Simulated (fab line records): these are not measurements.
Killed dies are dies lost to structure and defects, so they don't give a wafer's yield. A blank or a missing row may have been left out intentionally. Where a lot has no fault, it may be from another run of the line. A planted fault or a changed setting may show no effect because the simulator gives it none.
Matching of chambers | flow n5Finfet | 4 sister chambers for N5_BEOL_M5_ALD_86 on aldMetal-01
The step deposits TaN, pulse time 2 s, purge time 3 s, co reactant purge time 2 s. 8 wafers are shown with their chamber, then 11 later ones without.

== EACH WAFER AND ITS CHAMBER ==
wafer  | chamber | heaterPowerW (W) | susceptorTempC (C)
L081.4 | 2       | 435              | 275.31
L083.5 | 1       | 352              | 274.92
L085.3 | 1       | 365              | 274.97
L085.6 | 2       | 440              | 275.05
L086.2 | 0       | 362              | 274.88
L086.3 | 3       | 435              | 274.83
L086.5 | 0       | 354              | 274.71
L090.4 | 3       | 436              | 274.88

== WAFERS MISSING THEIR CHAMBER ==
wafer  | heaterPowerW (W) | susceptorTempC (C)
L090.5 | 365              | 275.09
L090.6 | 349              | 275.22
L091.2 | 363              | 275.09
L091.4 | 434              | 274.90
L091.6 | 444              | 274.90
L093.1 | 416              | 275.21
L093.2 | 360              | 275.04
L093.6 | 438              | 275.06
L096.1 | 358              | 274.99
L096.2 | 354              | 274.98
L096.4 | 423              | 274.82

== THE CHAMBER EACH PASSED THROUGH ==
wafer  | from the rows above     | in truth
L090.5 | can't be placed: 1 or 0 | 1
L090.6 | can't be placed: 1 or 0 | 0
L091.2 | can't be placed: 1 or 0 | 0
L091.4 | 3                       | 3
L091.6 | can't be placed: 3 or 2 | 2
L093.1 | can't be placed: 2 or 3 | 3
L093.2 | can't be placed: 1 or 0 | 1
L093.6 | can't be placed: 2 or 3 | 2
L096.1 | can't be placed: 1 or 0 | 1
L096.2 | can't be placed: 1 or 0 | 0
L096.4 | can't be placed: 3 or 2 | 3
Correct placement for 1 of the 11. Cannot be placed on the basis of these rows: 10; the candidates contain the true chamber in 10. Placed wrongly: 0.
How it was worked out, from the rows above alone: a wafer's distance from a chamber is the root of the sum, over the readings, of the square of ((its reading less the chamber's mean) divided by the reading's scatter). The wafer belongs to the nearest chamber; if the next one is less than 2 further off, it can't be placed. Each chamber's mean is taken over the wafers shown for it. The scatter is the square root of a quotient: the sum, over the shown wafers, of each reading's squared deviation from its chamber's mean, divided by wafers minus chambers.
